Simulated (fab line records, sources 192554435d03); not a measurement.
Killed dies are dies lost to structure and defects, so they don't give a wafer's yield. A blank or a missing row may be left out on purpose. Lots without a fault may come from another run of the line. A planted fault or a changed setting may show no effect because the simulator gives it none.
Chamber matching | flow n5_finfet | N5_BEOL_M2_ALD_98 on ald_sin-02: 4 sister chambers
The step deposits SiO2, target thk 2.5 nm, pulse time 1 s, co reactant pulse time 1 s. 16 wafers are shown with their chamber, then 8 later ones without.

WAFERS WITH THEIR CHAMBER
wafer  | chamber | heater_power_w (W) | heater_power_outer_w (W) | precursor_pulse_height_rel
L075.2 | 2       | 71                 | 36                       | 0.998
L075.3 | 0       | 72                 | 39                       | 1.000
L075.4 | 1       | 78                 | 37                       | 1.001
L076.1 | 0       | 75                 | 38                       | 0.996
L076.2 | 3       | 76                 | 38                       | 1.011
L076.4 | 2       | 70                 | 36                       | 0.979
L077.1 | 1       | 79                 | 38                       | 0.976
L077.2 | 3       | 76                 | 37                       | 0.965
L077.5 | 2       | 72                 | 36                       | 1.011
L078.1 | 3       | 74                 | 39                       | 1.016
L078.3 | 1       | 77                 | 38                       | 1.044
L078.5 | 0       | 72                 | 39                       | 0.968
L080.3 | 0       | 72                 | 37                       | 1.027
L080.5 | 2       | 66                 | 34                       | 0.987
L080.6 | 1       | 79                 | 38                       | 1.000
L082.1 | 1       | 76                 | 38                       | 1.009

SIGNATURES (means of the wafers above)
reading                    | chamber 0 | chamber 1 | chamber 2 | chamber 3 | scatter within a chamber
heater_power_w             | 72.75     | 77.80     | 69.75     | 75.33     | 1.76
heater_power_outer_w       | 38.25     | 37.80     | 35.50     | 38.00     | 0.844
precursor_pulse_height_rel | 0.99775   | 1.00600   | 0.99375   | 0.99733   | 0.023
Rule: a wafer's distance from a chamber is the root of the sum, over the readings, of the square of ((its reading less the chamber's mean) divided by the reading's scatter). The wafer belongs to the nearest chamber; if the next one is less than 2 further off, it can't be placed. The scatter: the root of (the sum of the squares of (reading less its chamber's mean) over the shown wafers, divided by (wafers less chambers)).

WAFERS WITHOUT THEIR CHAMBER
wafer  | heater_power_w (W) | heater_power_outer_w (W) | precursor_pulse_height_rel
L082.3 | 71                 | 38                       | 0.979
L082.4 | 67                 | 34                       | 0.981
L087.2 | 75                 | 39                       | 0.966
L087.3 | 67                 | 35                       | 1.011
L087.5 | 71                 | 37                       | 0.973
L092.1 | 75                 | 38                       | 1.011
L092.2 | 80                 | 39                       | 0.995
L092.5 | 73                 | 38                       | 0.989

WHICH CHAMBER EACH WENT THROUGH
wafer  | from the rows above          | in truth
L082.3 | can't be placed: 0 or 3 or 2 | 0
L082.4 | 2                            | 2
L087.2 | can't be placed: 3 or 0 or 1 | 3
L087.3 | 2                            | 2
L087.5 | can't be placed: 0 or 2 or 3 | 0
L092.1 | can't be placed: 3 or 0 or 1 | 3
L092.2 | can't be placed: 1 or 3      | 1
L092.5 | can't be placed: 0 or 3      | 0
Placed correctly: 2 of 8. Can't be placed from these rows: 6 (the true chamber is among the candidates in 6). Placed wrongly: 0.
